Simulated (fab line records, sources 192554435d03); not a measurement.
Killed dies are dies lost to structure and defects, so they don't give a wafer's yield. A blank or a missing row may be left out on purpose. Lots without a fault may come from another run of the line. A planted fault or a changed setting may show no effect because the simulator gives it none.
Split-lot experiment | flow n5_finfet | 7 lots, 21 wafers read, on a route of 1938 steps

THE SPLIT
At N5_SD_EPI_N_PEB_07 (peb time 60 s), the setting peb_time_s was moved away from the recipe's 60 s on 5 of the 21 wafers read, by -17.1% to +19.9%. The other wafers ran this setting at the recipe's value.

FROM THE SPLIT TO THE READING: what the file shows between them, 1 step
- N5_SD_EPI_N_DEVELOP_08: develop time 30 s (also split here: develop_time_s)

THE READING
cd_nm, in nm, at N5_SD_EPI_N_CD_MEAS_09 (target cd 120 nm). Fault-free wafers of this fab line usually give 119.3 nm, standard deviation 0.67 nm.

wafer  | tool, chamber at the split | peb_time_s as run, s | against the recipe | cd_nm, nm | against lot-mates on the recipe
L074.1 | litho_track-05, 0          | 60                   | recipe             | 120.5     | -
L074.2 | litho_track-05, 0          | 60                   | recipe             | 120.4     | -
L074.5 | litho_track-05, 0          | 60                   | recipe             | 119.8     | -
L079.1 | litho_track-03, 0          | 60                   | recipe             | 118.1     | -
L079.3 | litho_track-03, 0          | 60                   | recipe             | 117.9     | -
L079.4 | litho_track-03, 0          | 60                   | recipe             | 119.0     | -
L087.1 | litho_track-03, 0          | 60                   | recipe             | 118.0     | -
L087.4 | litho_track-03, 0          | 60                   | recipe             | 117.6     | -
L087.6 | litho_track-03, 0          | 60                   | recipe             | 118.7     | -
L088.3 | litho_track-02, 0          | 60                   | recipe             | 117.4     | -
L088.4 | litho_track-02, 0          | 49.74                | -17.1%             | 112.8     | -4.6
L088.5 | litho_track-02, 0          | 49.74                | -17.1%             | 111.5     | -5.9
L089.3 | litho_track-03, 0          | 54.61                | -9.0%              | 116.6     | -2.9
L089.5 | litho_track-03, 0          | 60                   | recipe             | 119.0     | -
L089.6 | litho_track-03, 0          | 60                   | recipe             | 119.9     | -
L094.1 | litho_track-03, 0          | 71.94                | +19.9%             | 125.4     | +6.9
L094.2 | litho_track-03, 0          | 60                   | recipe             | 118.5     | -
L094.4 | litho_track-03, 0          | 71.94                | +19.9%             | 124.5     | +6.0
L097.1 | litho_track-03, 0          | 60                   | recipe             | 117.5     | -
L097.2 | litho_track-03, 0          | 60                   | recipe             | 118.0     | -
L097.6 | litho_track-03, 0          | 60                   | recipe             | 119.1     | -

THE FIT
A straight line over all 21 wafers: cd_nm changes by +0.337 nm for each +1% of peb_time_s; r = +0.95; the points scatter about the line by 1 nm.
The same after taking each lot's own level away (the mean of its wafers on the recipe; 21 wafers): +0.317 nm for each +1%; r = +0.98; scatter 0.5 nm.
On that fit, the largest move of peb_time_s shifts the reading by 6.3 nm.
The lots' own levels span 117.40 to 120.23 nm, that is 4.2 times the standard deviation above.
So the lot-to-lot level changes the slope little: the two slopes agree.
Check: with one of the wafers moved furthest among these (+19.9%) left out of the fit, the line predicts +6.07 nm for it against its lot-mates. It came out at +6.9 nm against them.

OTHER SPLITS ON THESE WAFERS
These wafers also went through other splits before the reading. Each is held against what the fit with the lots' levels taken away leaves over:
other split on the same wafers        | wafers away from the commonest value | r with cd_nm (lot level and that fit taken away)
N5_FIN_SAQP_PECVD_48 time_s           | 8                                    | +0.17
N5_FIN_SAQP_HM_DEP_72 time_s          | 7                                    | -0.21
N5_SD_EPI_N_DEVELOP_08 develop_time_s | 8                                    | +0.31

THE WHOLE CHAIN: every reading that the file lists as answering this split, in the file's order
step                   | what it does                                     | reading                                                         | change (the file's fit)               | r (the file's)
N5_SD_EPI_N_CD_MEAS_09 | target cd 120 nm                                 | cd_nm                                                           | +0.318 nm for each +1% of the setting | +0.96
N5_SD_EPI_N_DESCUM_14  | chemistry O2, time 7.9 s                         | SD_EPI_N.cd_nm (the simulator's own value, which no gauge read) | +0.324 nm for each +1% of the setting | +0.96
N5_SD_EPI_N_ETCH_35    | etches SOC in N2/H2, overetch 108 nm, time 486 s | SD_EPI_N.cd_nm (the simulator's own value, which no gauge read) | +0.278 nm for each +1% of the setting | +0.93

THE FILE'S OWN FIT
cd_nm changes by +0.318 nm for each +1% of peb_time_s, r = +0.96.
